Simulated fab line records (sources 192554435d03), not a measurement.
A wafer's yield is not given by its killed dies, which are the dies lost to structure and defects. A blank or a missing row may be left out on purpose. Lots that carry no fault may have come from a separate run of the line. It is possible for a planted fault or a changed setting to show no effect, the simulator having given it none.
Split-lot study | flow n5-finfet | on a route of 1938 steps: 7 lots, 21 wafers read

== THE SPLIT ITSELF ==
At N5_WELL_APT_COAT_02 (resist thk 950 nm), the setting spin-rpm was moved away from the recipe's 1357 rpm on 4 of the 21 wafers read, by -6.6% to +7.3%. All remaining wafers had this setting at the recipe value.

The split's own step is where the reading is taken.

== THE READING ==
coat_of_WELL_APT_COAT_02.thk-nm (the simulator's own value, which no gauge read), in nm, at N5_WELL_APT_COAT_02 (resist thk 950 nm). There is no usual value for it anywhere in the file. Across the 17 wafers here that went through the recipe, the average is 950.8 nm and the standard deviation 3.4 nm.

wafer  | tool, chamber at the split | spin-rpm as run, rpm | against the recipe | coat_of_WELL_APT_COAT_02.thk-nm, nm | against lot-mates on the recipe
L078.2 | litho-track-05, 0          | 1357                 | recipe             | 947.9                               | -
L078.3 | litho-track-05, 0          | 1438                 | +6.0%              | 923.2                               | -24.7
L078.4 | litho-track-05, 0          | 1438                 | +6.0%              | 922.9                               | -25.0
L082.1 | litho-track-05, 0          | 1357                 | recipe             | 950                                 | -
L082.4 | litho-track-05, 0          | 1357                 | recipe             | 951.3                               | -
L082.5 | litho-track-05, 0          | 1357                 | recipe             | 949.3                               | -
L085.3 | litho-track-02, 0          | 1357                 | recipe             | 949.6                               | -
L085.5 | litho-track-02, 0          | 1357                 | recipe             | 950.2                               | -
L085.6 | litho-track-02, 0          | 1357                 | recipe             | 951.8                               | -
L086.1 | litho-track-02, 0          | 1357                 | recipe             | 949.7                               | -
L086.3 | litho-track-02, 0          | 1456                 | +7.3%              | 915.3                               | -34.2
L086.4 | litho-track-02, 0          | 1357                 | recipe             | 949.3                               | -
L094.2 | litho-track-02, 0          | 1357                 | recipe             | 956.1                               | -
L094.5 | litho-track-02, 0          | 1357                 | recipe             | 956.1                               | -
L094.4 | litho-track-02, 0          | 1357                 | recipe             | 957.5                               | -
L095.1 | litho-track-04, 0          | 1357                 | recipe             | 951.2                               | -
L095.3 | litho-track-04, 0          | 1357                 | recipe             | 951.3                               | -
L095.6 | litho-track-04, 0          | 1357                 | recipe             | 952.6                               | -
L096.3 | litho-track-04, 0          | 1357                 | recipe             | 945.2                               | -
L096.5 | litho-track-04, 0          | 1357                 | recipe             | 944.2                               | -
L096.6 | litho-track-04, 0          | 1268                 | -6.6%              | 979.8                               | +35.1

THE FIT
A straight line over all 21 wafers: coat_of_WELL_APT_COAT_02.thk-nm changes by -4.65 nm for each +1% of spin-rpm; r = -0.97; the points scatter about the line by 3.3 nm.
The same after taking each lot's own level away (the mean of its wafers on the recipe; 21 wafers): -4.67 nm for each +1%; r = -0.99; scatter 1.5 nm.
The reading moves by 34 nm for the largest change in spin-rpm, on that fit.
The lots' own levels span 944.70 to 956.57 nm, that is 3.5 times the standard deviation above.
The two slopes are in agreement: the lot-to-lot level therefore moves the slope only a little.
Check: for one of the wafers moved furthest among these (+7.3%), held out of the fit, the line's prediction against its lot-mates is -33.3 nm. It came out at -34.2 nm against them.

== THE FILE'S OWN FIT ==
coat_of_WELL_APT_COAT_02.thk-nm changes by -4.76 nm for each +1% of spin-rpm, r = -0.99.
